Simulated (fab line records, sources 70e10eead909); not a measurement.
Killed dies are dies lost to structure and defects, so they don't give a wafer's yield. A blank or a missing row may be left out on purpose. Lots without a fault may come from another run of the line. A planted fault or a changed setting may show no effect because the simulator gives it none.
fab line records | flow nand_harc
record lots=14 wafers=42 last_day=33
route steps=1302 shown P_CONTACT@247 A_BONDPAD@1231 THIN_TSV@1280 END@1302
lots that met no fault: from a run of the same line without faults
start_h: hours from the record's first day to the start of the lot's first wafer shown | wait_h: hours since the lot's step before | " the same as in the row above | L1.1+2: a row that stands for several wafers | - no value, or no start given | * or withheld: withheld | < > ~ a bound
route shown NAME@n: a module of which the file shows steps, and the number in the route of the first | usual: mean/standard deviation of fault-free wafers | same: alike in all rows | chamber/n: place in a boat | sites: the reading at each site | _std_site: their standard deviation | _edge_site: outer sites' mean less inner sites' | radius_mm: how far each site lies from the wafer's centre | mask NAME#n: copy n | behind: the tool/chamber that last shaped the wafer | hold: why the lot was held/for how many hours/how that ended | device: the transistor (n, p or np) that didn't switch | end of line: the same wafers' tests at the end of the route | a step without rows: its recipe alone | killed: dies lost to structure and defects at the first sort, not the wafer's yield | map: a wafer's dies, x killed, . not, _ none there
set.NAME: the setting as run; set.NAME@STEP: as run at that earlier step | model.NAME: the simulator's own value behind a step, which no gauge read
steps of the route over a sample of lots; a table a step, a row a wafer
services: from which hour (start_h, from the record's first day; less than 0 if before it) a tool's chamber was out of use, for how many hours, and why
## steps
# step NHARC_P_CONTACT_ALD_22
# recipe target_thk_a=30 pulse_time_s=1 ald_cycles=150 temp_c=450 material=TiN
# usual heater_power_w=1065/110 precursor_pulse_height_rel=0.997/0.022
# columns lot.wafer tool chamber start_h wait_h heater_power_w precursor_pulse_height_rel
L994.3 ald_metal-01 0 127.34 - 1001 1.011
L994.4 " 1 " " 1109 1.027
L994.6 " 2 " " 1192 1.016
L995.3 ald_metal-03 2 139.21 - 1221 1.001
L995.4 " 1 " " 971 0.999
L995.6 " 2 " " 1221 1.023
L996.2 ald_metal-01 0 143.10 - 994 1.000
L996.3 " 2 " " 1231 1.019
L996.5 " 0 " " 999 1.020
L997.4 ald_metal-01 1 156.44 - 1107 0.999
L997.1 " 2 " " 1241 1.025
L997.5 " 0 " " 997 1.021
L998.2 ald_metal-04 2 174.57 - 972 1.039
L998.5 " 2 " " 954 1.002
L998.6 " 3 " " 930 0.988
L999.3 ald_metal-03 1 176.50 - 979 0.983
L999.6 " 0 " " 1033 0.971
L999.5 " 1 " " 986 1.014
L100.3 ald_metal-03 1 188.27 - 989 1.018
L100.2 " 2 " " 1197 1.028
L100.5 " 2 " " 1204 1.033
L101.4 ald_metal-04 3 199.00 - 909 1.023
L101.1 " 1 " " 1161 0.978
L101.6 " 3 " " 914 0.992
L102.1 ald_metal-04 3 209.05 - 946 1.015
L102.6 " 3 " " 945 1.039
L102.5 " 0 " " 1094 0.981
L103.3 ald_metal-04 2 218.27 - 962 0.984
L103.1 " 3 " " 952 0.984
L103.5 " 1 " " 1181 1.021
L104.2 ald_metal-04 3 232.55 - 935 0.985
L104.4 " 0 " " 1074 0.985
L104.6 " 2 " " 963 0.969
L105.4 ald_metal-04 1 235.60 - 1183 0.958
L105.1 " 2 " " 934 0.995
L105.3 " 3 " " 941 0.993
L114.3 ald_metal-03 0 331.77 - 1008 1.007
L114.2 " 2 " " 1240 1.004
L114.6 " 1 " " 1017 0.996
L116.3 ald_metal-03 3 355.47 - 927 1.000
L116.4 " 0 " " 977 0.958
L116.6 " 2 " " 1215 1.016
# step NHARC_A_BONDPAD_CMP_19
# recipe t_overpolish_s=30 cu_recess_touch_s=16 target_thk_nm=169.82
# usual motor_current_A=11.6/0.95 overpolish_run_s=30.000/0.0085 slurry_filter_dp_kPa=13.50/0.14
# columns lot.wafer tool chamber start_h wait_h motor_current_A overpolish_run_s slurry_filter_dp_kPa
L994.4 cmp-04 0 540.90 - 14.0 29.996 13.30
L994.3 " 2 " " 12.1 30.013 13.59
L994.6 " 3 " " 11.0 30.008 13.43
L996.2 cmp-04 0 557.56 - 13.8 29.992 13.29
L996.3 " 1 " " 10.7 29.999 13.57
L996.5 " 0 " " 12.9 29.992 13.45
L997.1 cmp-01 2 559.43 - 11.4 29.997 13.45
L997.4 " 0 " " 10.4 30.001 13.59
L997.5 " 3 " " 11.7 30.010 13.30
L995.4 cmp-04 2 561.87 - 12.0 29.992 13.78
L995.3 " 1 " " 10.9 29.980 13.68
L995.6 " 3 " " 11.5 29.994 13.61
L999.3 cmp-01 1 572.34 - 11.2 30.000 13.52
L999.5 " 1 " " 11.9 30.001 13.57
L999.6 " 2 " " 11.2 29.995 13.42
L998.2 cmp-01 3 573.65 - 12.4 30.006 13.73
L998.6 " 3 " " 12.5 29.991 13.46
L998.5 " 0 " " 9.9 29.997 13.47
L101.4 cmp-01 0 599.77 - 10.7 30.000 13.36
L101.1 " 2 " " 11.2 30.005 13.53
L101.6 " 3 " " 11.8 29.998 13.27
L100.3 cmp-01 0 607.38 - 10.5 30.013 13.54
L100.2 " 1 " " 11.4 30.006 13.45
L100.5 " 3 " " 12.4 30.003 13.39
L103.1 cmp-04 1 632.48 - 10.4 30.004 13.45
L103.3 " 0 " " 13.5 29.999 13.25
L103.5 " 2 " " 11.6 29.999 13.71
L102.1 cmp-03 3 633.54 - 10.3 29.998 13.54
L102.5 " 1 " " 12.4 29.992 13.28
L102.6 " 2 " " 12.1 29.975 13.43
L104.4 cmp-01 2 652.96 - 10.9 29.996 13.58
L104.2 " 1 " " 11.8 30.012 13.38
L104.6 " 2 " " 11.3 30.001 13.61
L105.3 cmp-04 3 653.97 - 11.6 29.990 13.66
L105.4 " 1 " " 10.6 30.004 13.54
L105.1 " 2 " " 12.9 29.998 13.70
L114.3 cmp-01 3 752.49 - 12.1 30.028 13.35
L114.2 " 1 " " 11.3 29.997 13.57
L114.6 " 2 " " 10.8 30.009 13.40
L116.4 cmp-01 3 767.14 - 12.3 29.999 13.50
L116.3 " 0 " " 9.7 29.991 13.56
L116.6 " 2 " " 11.3 29.989 13.39
# step NHARC_THIN_TSV_PRE_CLEAN_54
# recipe time_s=30 temp_c=280 gas=H2/He
# usual heater_power_w=414/57
# columns lot.wafer tool chamber start_h wait_h heater_power_w
L994.3 pvd_sputter-02 - 558.79 0.1 331
L994.4 " - " " 475
L994.6 " - " " 332
L996.3 pvd_sputter-02 - 574.98 0.0 373
L996.2 " - " " 335
L996.5 " - " " 457
L997.1 pvd_sputter-01 - 576.19 0.1 463
L997.4 " - " " 313
L997.5 " - " " 395
L995.4 pvd_sputter-03 - 581.01 0.1 474
L995.3 " - " " 431
L995.6 " - " " 458
L999.3 pvd_sputter-02 - 592.88 0.1 370
L999.6 " - " " 485
L999.5 " - " " 382
L998.2 pvd_sputter-01 - 594.10 0.1 375
L998.6 " - " " 368
L998.5 " - " " 476
L101.1 pvd_sputter-01 - 619.84 0.1 352
L101.4 " - " " 370
L101.6 " - " " 470
L100.3 pvd_sputter-03 - 625.05 0.0 429
L100.2 " - " " 471
L100.5 " - " " 461
L103.3 pvd_sputter-03 - 649.73 0.0 466
L103.1 " - " " 408
L103.5 " - " " 420
L102.1 pvd_sputter-02 - 651.37 0.1 452
L102.6 " - " " 320
L102.5 " - " " 451
L104.4 pvd_sputter-01 - 671.63 0.1 386
L104.2 " - " " 349
L104.6 " - " " 376
L105.4 pvd_sputter-02 - 673.27 0.1 462
L105.1 " - " " 376
L105.3 " - " " 319
L114.3 pvd_sputter-01 - 772.41 0.1 411
L114.2 " - " " 487
L114.6 " - " " 344
L116.3 pvd_sputter-02 - 784.85 0.1 369
L116.4 " - " " 314
L116.6 " - " " 509
# step NHARC_END_SORT_01
# recipe temp_c=25
# usual killed_at_array=51/18 killed_at_other=1.0/1.2 killed_at_periphery=3.7/2.9 killed_dies=55/19 killed_open=3.5/1.9 killed_short=2.6/1.6
# same gross_dies=677
# columns lot.wafer tool chamber start_h wait_h killed_at_array killed_at_other killed_at_periphery killed_dies killed_open killed_short
L105.1 prober-02 0 682.92 2.5 81 0 72 153 4 4
L105.3 prober-02 0 684.50 3.1 74 0 77 151 3 2
L105.4 prober-02 0 685.30 3.4 78 0 66 144 3 2
L104.2 prober-01 0 683.72 2.8 25 0 74 99 4 2
L104.4 prober-01 0 685.36 3.4 26 0 63 89 5 2
L104.6 prober-01 0 686.99 4.1 33 0 68 101 2 3
# killed by level:class
L105.1 P_CONTACT:unspecified=66 A_SLIT:chamber_film_flake=30 A_CHANNEL_HOLE_D1:chamber_film_flake=24 A_CHANNEL_HOLE_D2:chamber_film_flake=11 P_GATE:chamber_film_flake=4 A_CHANNEL_FILL_D2:chamber_film_flake=4 A_STAIRCASE:chamber_film_flake=3 A_DECK1_JOINT:geometric_particle:open=2
L104.2 P_CONTACT:unspecified=74 A_CHANNEL_HOLE_D2:chamber_film_flake=6 A_SLIT:chamber_film_flake=5 A_STAIRCASE:chamber_film_flake=4 A_ONON_D2:geometric_particle:short=2 A_SOURCE_PLATE:geometric_particle:open=1 A_CHANNEL_FILL_D1:geometric_particle:open=1 A_CHANNEL_FILL_D2:geometric_particle:open=1
L105.3 P_CONTACT:unspecified=71 A_CHANNEL_HOLE_D1:chamber_film_flake=36 A_CHANNEL_HOLE_D2:chamber_film_flake=14 A_SLIT:chamber_film_flake=10 A_CHANNEL_FILL_D2:chamber_film_flake=4 A_STAIRCASE:chamber_film_flake=3 P_ZERO_WELL:chamber_film_flake=2 A_CONTACT:chamber_film_flake=2
L105.4 P_CONTACT:unspecified=61 A_SLIT:chamber_film_flake=27 A_CHANNEL_HOLE_D1:chamber_film_flake=26 A_CHANNEL_HOLE_D2:chamber_film_flake=9 P_GATE:chamber_film_flake=4 A_STAIRCASE:chamber_film_flake=3 A_SGD_CUT:chamber_film_flake=2 A_CONTACT:chamber_film_flake=2
L104.4 P_CONTACT:unspecified=58 A_STAIRCASE:chamber_film_flake=7 A_CONTACT:chamber_film_flake=6 A_CHANNEL_HOLE_D1:chamber_film_flake=3 A_CHANNEL_HOLE_D2:chamber_film_flake=3 P_M1:geometric_particle:open=2 A_ONON_D1:geometric_particle:short=2 P_GATE:chamber_film_flake=2
L104.6 P_CONTACT:unspecified=66 A_CHANNEL_HOLE_D1:chamber_film_flake=9 A_STAIRCASE:chamber_film_flake=6 A_CHANNEL_HOLE_D2:chamber_film_flake=4 A_SLIT:chamber_film_flake=4 A_DECK1_JOINT:geometric_particle:short=3 P_GATE:chamber_film_flake=2 A_WL_FILL:chamber_film_flake=2
## services
# columns tool chamber start_h hours kind
pvd_sputter-02 - 104.01 10.0 pm
ald_metal-04 - 118.00 10.0 pm
pvd_sputter-02 - 120.80 4.3 repair
cmp-01 - 170.32 1.1 repair
pvd_sputter-02 - 176.00 2.1 repair
cmp-01 - 185.50 4.0 pm
cmp-01 - 211.15 1.2 repair
cmp-01 - 227.05 0.4 repair
ald_metal-04 3 236.19 3.8 repair
cmp-01 - 283.50 4.0 pm
cmp-01 - 320.85 12.5 repair
cmp-01 - 381.50 4.0 pm
cmp-01 - 479.50 4.0 pm
cmp-01 - 510.84 0.4 repair
cmp-01 - 541.30 0.9 repair
cmp-01 - 577.50 4.0 pm
cmp-01 - 613.34 3.2 repair
cmp-01 - 635.97 2.5 repair
cmp-01 - 650.77 0.3 repair
cmp-01 - 675.50 4.0 pm
cmp-01 - 745.39 1.5 repair
cmp-01 - 759.40 4.2 repair
cmp-01 - 773.50 4.0 pm
cmp-01 - 778.15 6.2 repair
## key
first_sign step=NHARC_END_SORT_01 reading=killed_at_periphery direction=up sigmas=23 usual=3.7 struck=70
effect step=NHARC_END_SORT_01 reading=killed_dies direction=up sigmas=3.6 usual=55 struck=123
more_kills_born_at NHARC_P_CONTACT_ALD_22@ald_metal-04=396
met_at NHARC_P_CONTACT_ALD_22
struck_lots L104,L105
tester_left_out L104,L105
not_acting_at NHARC_A_BONDPAD_CMP_19,NHARC_THIN_TSV_PRE_CLEAN_54
onset_between 218.27 232.55
fault kind=chamber_particle_source tool=ald_metal-04 chamber=- onset_h=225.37 steps=NHARC_P_CONTACT_ALD_22 rate_per_visit_cm2=0.43057 end_h=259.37
# tester_left_out: of these lots the tester's yield and bins aren't shown, on N5 and GAA mostly nor the transistor test; their killed dies are dies lost to structure and defects alone, not to doping, threshold or leakage, so they don't give the yield
